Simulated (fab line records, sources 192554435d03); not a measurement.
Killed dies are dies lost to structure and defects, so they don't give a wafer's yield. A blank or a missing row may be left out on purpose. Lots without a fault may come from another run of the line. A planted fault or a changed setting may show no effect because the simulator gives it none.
fab line records | flow n5_finfet
record lots=24 wafers=72 last_day=18
route steps=1938 shown BEOL_M11@1593 BEOL_M12@1652 BEOL_M13@1671 BEOL_M14@1726
lots that met no fault: from a run of the same line without faults
start_h: hours from the record's first day to the start of the lot's first wafer shown | wait_h: hours since the lot's step before | " the same as in the row above | L1.1+2: a row that stands for several wafers | - no value, or no start given | * or withheld: withheld | < > ~ a bound
route shown NAME@n: a module of which the file shows steps, and the number in the route of the first | usual: mean/standard deviation of fault-free wafers | same: alike in all rows | chamber/n: place in a boat | sites: the reading at each site | _std_site: their standard deviation | _edge_site: outer sites' mean less inner sites' | radius_mm: how far each site lies from the wafer's centre | mask NAME#n: copy n | behind: the tool/chamber that last shaped the wafer | hold: why the lot was held/for how many hours/how that ended | device: the transistor (n, p or np) that didn't switch | end of line: the same wafers' tests at the end of the route | a step without rows: its recipe alone | killed: dies lost to structure and defects at the first sort, not the wafer's yield | map: a wafer's dies, x killed, . not, _ none there
set.NAME: the setting as run; set.NAME@STEP: as run at that earlier step | model.NAME: the simulator's own value behind a step, which no gauge read
steps of the route over a sample of lots; a table a step, a row a wafer
services: from which hour (start_h, from the record's first day; less than 0 if before it) a tool's chamber was out of use, for how many hours, and why
## steps
# step N5_BEOL_M11_SPUTTER_48
# recipe material=Cu target_thk_a=120 temp_c=-20 bias_v=60 power_w=26000 chamber_pressure_pa=0.13 time_s=2
# usual chuck_sensor_temp_C=-15.8/0.3 throttle_valve_pct=30.2/1.6
# columns lot.wafer tool chamber start_h wait_h chuck_sensor_temp_C throttle_valve_pct
L074.3 pvd_sputter-01 - 269.25 0.1 -15.9 31.1
L074.4 " - " " -16.0 28.9
L074.5 " - " " -15.9 29.8
L075.3 pvd_sputter-02 - 271.62 0.1 -15.5 29.6
L075.4 " - " " -16.2 29.9
L075.6 " - " " -15.6 29.4
L076.1 pvd_sputter-03 - 274.20 0.1 -15.3 27.4
L076.2 " - " " -16.0 33.8
L076.5 " - " " -15.6 30.0
L079.1 pvd_sputter-03 - 274.28 0.1 -16.0 33.8
L079.3 " - " " -15.6 30.1
L079.5 " - " " -15.6 27.4
L082.1 pvd_sputter-03 - 280.32 0.2 -15.6 27.5
L082.4 " - " " -16.0 33.5
L082.5 " - " " -16.1 33.6
L081.1 pvd_sputter-02 - 281.89 0.1 -15.5 29.6
L081.3 " - " " -15.9 30.1
L081.6 " - " " -15.9 29.6
L077.1 pvd_sputter-01 - 282.33 0.1 -15.6 30.5
L077.3 " - " " -16.2 29.3
L077.6 " - " " -16.1 29.3
L080.1 pvd_sputter-01 - 283.81 0.1 -16.0 28.8
L080.4 " - " " -16.1 29.4
L080.5 " - " " -15.5 30.6
L078.1 pvd_sputter-03 - 310.41 0.1 -16.2 29.5
L078.4 " - " " -15.6 30.2
L078.5 " - " " -15.8 29.9
L084.2 pvd_sputter-02 - 317.45 0.3 -15.7 29.4
L084.5 " - " " -15.5 29.5
L084.6 " - " " -16.0 30.1
L083.3 pvd_sputter-01 - 318.35 0.1 -15.6 30.7
L083.5 " - " " -16.0 28.8
L083.6 " - " " -15.5 30.9
L086.2 pvd_sputter-01 - 319.07 0.2 -16.1 28.9
L086.3 " - " " -16.1 29.6
L086.6 " - " " -15.6 31.0
L085.2 pvd_sputter-03 - 319.48 0.3 -16.0 33.4
L085.3 " - " " -15.2 27.2
L085.5 " - " " -16.3 29.6
L089.1 pvd_sputter-02 - 340.75 0.1 -15.8 29.7
L089.3 " - " " -15.7 31.0
L089.5 " - " " -15.8 31.4
L088.1 pvd_sputter-02 - 343.29 0.1 -15.9 29.8
L088.2 " - " " -15.7 29.8
L088.3 " - " " -15.9 31.1
L087.3 pvd_sputter-02 - 343.85 0.1 -15.6 29.8
L087.4 " - " " -16.2 30.3
L087.5 " - " " -15.7 29.4
L090.1 pvd_sputter-03 - 350.48 0.2 -16.3 29.6
L090.2 " - " " -15.6 30.1
L090.6 " - " " -15.2 27.4
L091.1 pvd_sputter-03 - 360.41 0.1 -15.3 27.6
L091.4 " - " " -15.8 33.4
L091.5 " - " " -16.1 29.4
L092.2 pvd_sputter-02 - 362.43 1.1 -15.7 30.2
L092.4 " - " " -15.7 29.7
L092.6 " - " " -15.6 29.4
L094.1 pvd_sputter-03 - 367.03 0.2 -16.2 29.6
L094.2 " - " " -15.3 27.0
L094.4 " - " " -15.7 30.0
L093.2 pvd_sputter-02 - 367.26 0.3 -15.3 29.8
L093.3 " - " " -16.2 30.4
L093.6 " - " " -15.8 30.8
L095.4 pvd_sputter-03 - 381.18 1.5 -16.3 29.6
L095.5 " - " " -15.8 30.1
L095.6 " - " " -16.0 33.7
L096.1 pvd_sputter-02 - 391.45 0.2 -16.0 31.2
L096.3 " - " " -15.6 29.4
L096.5 " - " " -15.6 29.3
L097.2 pvd_sputter-03 - 391.59 0.2 -15.7 29.8
L097.3 " - " " -16.2 29.5
L097.6 " - " " -15.3 27.5
# step N5_BEOL_M12_ANNEAL_48
# recipe temp_c=225 time_s=90 ambient=N2
# usual wafer_temp_C_max=226.5/0.47
# columns lot.wafer tool chamber start_h wait_h wafer_temp_C_max
L074.3 rtp_anneal-02 0 276.37 0.3 226.1
L074.4 " 0 " " 225.9
L074.5 " 0 " " 226.7
L075.3 rtp_anneal-02 0 277.18 0.2 226.2
L075.4 " 0 " " 226.3
L075.6 " 0 " " 226.6
L076.1 rtp_anneal-02 0 280.66 0.9 226.0
L076.2 " 0 " " 225.9
L076.5 " 0 " " 226.1
L079.1 rtp_anneal-01 0 280.94 0.7 228.2
L079.3 " 0 " " 226.9
L079.5 " 0 " " 226.6
L082.1 rtp_anneal-01 0 291.04 0.1 226.2
L082.4 " 0 " " 226.4
L082.5 " 0 " " 226.9
L081.1 rtp_anneal-01 0 293.15 0.1 226.7
L081.3 " 0 " " 226.9
L081.6 " 0 " " 226.5
L077.1 rtp_anneal-01 0 293.99 0.1 226.7
L077.3 " 0 " " 226.9
L077.6 " 0 " " 226.8
L080.1 rtp_anneal-01 0 297.47 0.5 226.7
L080.4 " 0 " " 227.1
L080.5 " 0 " " 226.8
L078.1 rtp_anneal-02 0 317.64 0.2 226.0
L078.4 " 0 " " 225.6
L078.5 " 0 " " 226.1
L084.2 rtp_anneal-02 0 324.23 0.1 225.5
L084.5 " 0 " " 226.4
L084.6 " 0 " " 225.8
L083.3 rtp_anneal-02 0 326.77 0.2 226.3
L083.5 " 0 " " 226.1
L083.6 " 0 " " 225.9
L086.2 rtp_anneal-01 0 326.77 0.1 226.9
L086.3 " 0 " " 226.8
L086.6 " 0 " " 226.3
L085.2 rtp_anneal-01 0 327.04 0.3 226.6
L085.3 " 0 " " 226.7
L085.5 " 0 " " 226.6
L089.1 rtp_anneal-02 0 348.26 0.1 225.8
L089.3 " 0 " " 226.5
L089.5 " 0 " " 225.8
L088.1 rtp_anneal-01 0 349.55 0.1 226.4
L088.2 " 0 " " 226.9
L088.3 " 0 " " 226.8
L087.3 rtp_anneal-01 0 351.09 0.2 227.1
L087.4 " 0 " " 226.4
L087.5 " 0 " " 226.9
L090.1 rtp_anneal-01 0 356.73 0.1 227.8
L090.2 " 0 " " 226.9
L090.6 " 0 " " 226.3
L091.1 rtp_anneal-02 0 367.36 0.1 226.1
L091.4 " 0 " " 226.2
L091.5 " 0 " " 225.6
L092.2 rtp_anneal-02 0 371.17 0.1 226.0
L092.4 " 0 " " 226.2
L092.6 " 0 " " 225.8
L094.1 rtp_anneal-02 0 371.59 0.1 225.8
L094.2 " 0 " " 226.1
L094.4 " 0 " " 225.9
L093.2 rtp_anneal-01 0 374.98 0.1 227.1
L093.3 " 0 " " 227.1
L093.6 " 0 " " 226.8
L095.4 rtp_anneal-01 0 389.46 0.2 226.8
L095.5 " 0 " " 226.8
L095.6 " 0 " " 226.7
L096.1 rtp_anneal-01 0 396.65 0.2 226.6
L096.3 " 0 " " 227.1
L096.5 " 0 " " 227.2
L097.2 rtp_anneal-02 0 401.02 0.5 226.2
L097.3 " 0 " " 226.3
L097.6 " 0 " " 226.4
# step N5_BEOL_M13_INSPECT_12
# recipe mode=adi inspect_instrument=macro
# usual raw_defect_count=2.1/1.5
# columns lot.wafer tool chamber start_h wait_h raw_defect_count
L074.3 defect_inspect-01 - 277.71 0.0 1
L074.4 " - " " 2
L074.5 " - " " 2
L075.3 defect_inspect-02 - 278.65 0.0 2
L075.4 " - " " 0
L075.6 " - " " 2
L076.1 defect_inspect-02 - 282.08 0.0 2
L076.2 " - " " 5
L076.5 " - " " 5
L079.1 defect_inspect-01 - 282.37 0.0 2
L079.3 " - " " 1
L079.5 " - " " 2
L082.1 defect_inspect-01 - 292.46 0.0 1
L082.4 " - " " 4
L082.5 " - " " 2
L081.1 defect_inspect-02 - 294.45 0.0 5
L081.3 " - " " 3
L081.6 " - " " 1
L077.1 defect_inspect-01 - 295.30 0.0 3
L077.3 " - " " 3
L077.6 " - " " 0
L080.1 defect_inspect-01 - 298.76 0.0 4
L080.4 " - " " 2
L080.5 " - " " 2
L078.1 defect_inspect-02 - 319.05 0.0 3
L078.4 " - " " 1
L078.5 " - " " 4
L084.2 defect_inspect-01 - 325.60 0.0 1
L084.5 " - " " 2
L084.6 " - " " 1
L083.3 defect_inspect-02 - 328.09 0.0 2
L083.5 " - " " 4
L083.6 " - " " 0
L086.2 defect_inspect-02 - 328.12 0.0 3
L086.3 " - " " 1
L086.6 " - " " 1
L085.2 defect_inspect-01 - 328.29 0.0 0
L085.3 " - " " 3
L085.5 " - " " 7
L089.1 defect_inspect-01 - 349.58 0.0 1
L089.3 " - " " 5
L089.5 " - " " 1
L088.1 defect_inspect-02 - 350.96 0.0 2
L088.2 " - " " 0
L088.3 " - " " 1
L087.3 defect_inspect-02 - 352.49 0.0 2
L087.4 " - " " 1
L087.5 " - " " 2
L090.1 defect_inspect-01 - 358.01 0.0 2
L090.2 " - " " 3
L090.6 " - " " 1
L091.1 defect_inspect-01 - 368.78 0.0 1
L091.4 " - " " 1
L091.5 " - " " 4
L092.2 defect_inspect-01 - 372.55 0.0 2
L092.4 " - " " 1
L092.6 " - " " 1
L094.1 defect_inspect-02 - 372.89 0.0 2
L094.2 " - " " 1
L094.4 " - " " 1
L093.2 defect_inspect-01 - 376.24 0.0 1
L093.3 " - " " 2
L093.6 " - " " 0
L095.4 defect_inspect-02 - 390.69 0.0 2
L095.5 " - " " 1
L095.6 " - " " 1
L096.1 defect_inspect-02 - 397.93 0.0 6
L096.3 " - " " 2
L096.5 " - " " 1
L097.2 defect_inspect-02 - 402.42 0.0 2
L097.3 " - " " 1
L097.6 " - " " 4
# step N5_BEOL_M13_SPUTTER_44
# recipe material=Ta target_thk_a=100 temp_c=50 bias_v=80 power_w=15000 chamber_pressure_pa=0.07 time_s=16.13
# usual throttle_valve_pct=30.1/1.5
# columns lot.wafer tool chamber start_h wait_h throttle_valve_pct
L074.3 pvd_sputter-02 - 282.13 0.0 31.0
L074.4 " - " " 29.9
L074.5 " - " " 30.9
L075.3 pvd_sputter-01 - 282.73 0.0 30.8
L075.4 " - " " 28.9
L075.6 " - " " 31.1
L076.1 pvd_sputter-03 - 285.12 0.0 29.5
L076.2 " - " " 27.2
L076.5 " - " " 33.6
L079.1 pvd_sputter-03 - 285.60 0.0 29.7
L079.3 " - " " 27.4
L079.5 " - " " 29.5
L082.1 pvd_sputter-02 - 299.73 0.0 30.7
L082.4 " - " " 29.6
L082.5 " - " " 30.8
L081.1 pvd_sputter-02 - 300.33 0.0 30.5
L081.3 " - " " 29.6
L081.6 " - " " 30.1
L077.1 pvd_sputter-01 - 300.71 0.0 28.9
L077.3 " - " " 29.7
L077.6 " - " " 31.1
L080.1 pvd_sputter-03 - 310.83 0.0 27.6
L080.4 " - " " 29.7
L080.5 " - " " 29.7
L078.1 pvd_sputter-01 - 323.23 0.0 31.0
L078.4 " - " " 29.6
L078.5 " - " " 28.5
L084.2 pvd_sputter-02 - 329.40 0.0 30.8
L084.5 " - " " 30.7
L084.6 " - " " 29.8
L083.3 pvd_sputter-01 - 332.85 0.0 31.1
L083.5 " - " " 31.1
L083.6 " - " " 30.6
L086.2 pvd_sputter-03 - 337.28 0.0 29.7
L086.3 " - " " 27.3
L086.6 " - " " 30.0
L085.2 pvd_sputter-01 - 339.92 0.0 31.0
L085.3 " - " " 30.3
L085.5 " - " " 29.6
L089.1 pvd_sputter-03 - 356.44 0.0 27.0
L089.3 " - " " 30.1
L089.5 " - " " 33.8
L088.1 pvd_sputter-01 - 356.50 0.0 28.7
L088.2 " - " " 30.8
L088.3 " - " " 30.9
L087.3 pvd_sputter-03 - 359.04 0.0 33.6
L087.4 " - " " 27.4
L087.5 " - " " 33.6
L090.1 pvd_sputter-03 - 360.77 0.0 27.3
L090.2 " - " " 29.6
L090.6 " - " " 27.3
L091.1 pvd_sputter-01 - 373.09 0.0 30.6
L091.4 " - " " 31.1
L091.5 " - " " 28.8
L092.2 pvd_sputter-02 - 378.80 0.0 31.0
L092.4 " - " " 30.0
L092.6 " - " " 29.8
L094.1 pvd_sputter-03 - 379.14 0.0 29.4
L094.2 " - " " 30.2
L094.4 " - " " 27.5
L093.2 pvd_sputter-01 - 380.93 0.0 28.6
L093.3 " - " " 29.5
L093.6 " - " " 28.9
L095.4 pvd_sputter-02 - 394.66 0.0 30.4
L095.5 " - " " 30.0
L095.6 " - " " 30.6
L096.1 pvd_sputter-03 - 402.58 0.0 30.3
L096.3 " - " " 29.4
L096.5 " - " " 29.9
L097.2 pvd_sputter-03 - 406.32 0.0 30.1
L097.3 " - " " 33.5
L097.6 " - " " 29.2
# step N5_BEOL_M14_CD_MEAS_10
# recipe target_cd_nm=250 landing_energy_ev=500 detector=se_inlens polarity=opening
# usual cd_nm=251.0/1.9
# columns lot.wafer tool chamber start_h wait_h cd_nm
L074.3 cd_sem-01 0 283.77 - 253.0
L074.4 " 0 " " 251.7
L074.5 " 0 " " 248.8
L075.3 cd_sem-03 0 285.24 - 252.6
L075.4 " 0 " " 250.5
L075.6 " 0 " " 250.6
L076.1 cd_sem-03 0 286.77 - 250.6
L076.2 " 0 " " 251.9
L076.5 " 0 " " 252.9
L079.1 cd_sem-03 0 287.23 - 253.3
L079.3 " 0 " " 251.7
L079.5 " 0 " " 248.2
L082.1 cd_sem-01 0 301.53 - 250.5
L082.4 " 0 " " 249.6
L082.5 " 0 " " 251.0
L081.1 cd_sem-03 0 302.35 - 251.0
L081.3 " 0 " " 250.6
L081.6 " 0 " " 252.9
L077.1 cd_sem-01 0 303.04 - 251.7
L077.3 " 0 " " 249.7
L077.6 " 0 " " 249.0
L080.1 cd_sem-01 0 312.67 - 251.3
L080.4 " 0 " " 250.8
L080.5 " 0 " " 248.5
L078.1 cd_sem-01 0 324.89 - 252.5
L078.4 " 0 " " 249.3
L078.5 " 0 " " 251.3
L084.2 cd_sem-01 0 331.05 - 252.3
L084.5 " 0 " " 251.7
L084.6 " 0 " " 250.2
L083.3 cd_sem-01 0 334.50 - 253.1
L083.5 " 0 " " 250.3
L083.6 " 0 " " 251.1
L086.2 cd_sem-02 0 338.92 - 254.5
L086.3 " 0 " " 251.1
L086.6 " 0 " " 251.2
L085.2 cd_sem-03 0 341.87 - 247.8
L085.3 " 0 " " 247.8
L085.5 " 0 " " 249.6
L089.1 cd_sem-03 0 359.06 - 247.0
L089.3 " 0 " " 249.4
L089.5 " 0 " " 250.3
L088.1 cd_sem-02 0 359.43 - 249.5
L088.2 " 0 " " 248.1
L088.3 " 0 " " 249.6
L087.3 cd_sem-01 0 360.86 - 252.0
L087.4 " 0 " " 252.7
L087.5 " 0 " " 254.4
L090.1 cd_sem-02 0 362.51 - 255.5
L090.2 " 0 " " 252.6
L090.6 " 0 " " 249.3
L091.1 cd_sem-03 0 374.73 - 250.1
L091.4 " 0 " " 250.3
L091.5 " 0 " " 252.4
L092.2 cd_sem-01 0 380.58 - 246.6
L092.4 " 0 " " 248.2
L092.6 " 0 " " 250.2
L094.1 cd_sem-03 0 381.11 - 253.2
L094.2 " 0 " " 252.4
L094.4 " 0 " " 249.0
L093.2 cd_sem-03 0 382.58 - 253.5
L093.3 " 0 " " 250.2
L093.6 " 0 " " 252.0
L095.4 cd_sem-03 0 396.33 - 248.4
L095.5 " 0 " " 248.7
L095.6 " 0 " " 252.1
L096.1 cd_sem-03 0 404.22 - 248.6
L096.3 " 0 " " 251.2
L096.5 " 0 " " 249.2
L097.2 cd_sem-03 0 408.13 - 251.6
L097.3 " 0 " " 252.7
L097.6 " 0 " " 251.6
# step N5_BEOL_M14_OVL_MEAS_11
# recipe points_per_wafer=44
# usual V13_OVL=0/6.6
# columns lot.wafer tool chamber start_h wait_h V13_OVL[nm]
L074.3 overlay-01 0 283.80 0.0 4
L074.4 " 0 " " 5
L074.5 " 0 " " 8
L075.3 overlay-02 0 285.26 0.0 -10
L075.4 " 0 " " -9
L075.6 " 0 " " 0
L076.1 overlay-01 0 286.80 0.0 -3
L076.2 " 0 " " -6
L076.5 " 0 " " -3
L079.1 overlay-01 0 287.29 0.1 -2
L079.3 " 0 " " -6
L079.5 " 0 " " -4
L082.1 overlay-01 0 301.56 0.0 12
L082.4 " 0 " " -4
L082.5 " 0 " " 11
L081.1 overlay-01 0 302.38 0.0 0
L081.3 " 0 " " -2
L081.6 " 0 " " 7
L077.1 overlay-01 0 303.07 0.0 -6
L077.3 " 0 " " -1
L077.6 " 0 " " -7
L080.1 overlay-02 0 312.70 0.0 -7
L080.4 " 0 " " -5
L080.5 " 0 " " -6
L078.1 overlay-01 0 324.92 0.0 9
L078.4 " 0 " " 7
L078.5 " 0 " " 4
L084.2 overlay-01 0 331.08 0.0 0
L084.5 " 0 " " -6
L084.6 " 0 " " 0
L083.3 overlay-02 0 334.52 0.0 8
L083.5 " 0 " " 13
L083.6 " 0 " " 3
L086.2 overlay-02 0 338.95 0.0 19
L086.3 " 0 " " 9
L086.6 " 0 " " 14
L085.2 overlay-02 0 341.90 0.0 -1
L085.3 " 0 " " 1
L085.5 " 0 " " -4
L089.1 overlay-02 0 359.09 0.0 -9
L089.3 " 0 " " -7
L089.5 " 0 " " -9
L088.1 overlay-02 0 359.47 0.0 2
L088.2 " 0 " " -3
L088.3 " 0 " " 2
L087.3 overlay-01 0 360.88 0.0 -4
L087.4 " 0 " " -1
L087.5 " 0 " " 5
L090.1 overlay-01 0 362.54 0.0 -6
L090.2 " 0 " " -3
L090.6 " 0 " " -4
L091.1 overlay-02 0 374.76 0.0 -2
L091.4 " 0 " " 3
L091.5 " 0 " " -1
L092.2 overlay-02 0 380.61 0.0 -3
L092.4 " 0 " " -8
L092.6 " 0 " " 4
L094.1 overlay-01 0 381.14 0.0 3
L094.2 " 0 " " 6
L094.4 " 0 " " 10
L093.2 overlay-01 0 382.60 0.0 0
L093.3 " 0 " " 10
L093.6 " 0 " " 6
L095.4 overlay-01 0 396.36 0.0 -2
L095.5 " 0 " " -7
L095.6 " 0 " " -2
L096.1 overlay-02 0 404.25 0.0 8
L096.3 " 0 " " 8
L096.5 " 0 " " 16
L097.2 overlay-02 0 408.16 0.0 -6
L097.3 " 0 " " -6
L097.6 " 0 " " -8
## services
# columns tool chamber start_h hours kind
pvd_sputter-01 - 352.83 2.6 repair
## key
fault none
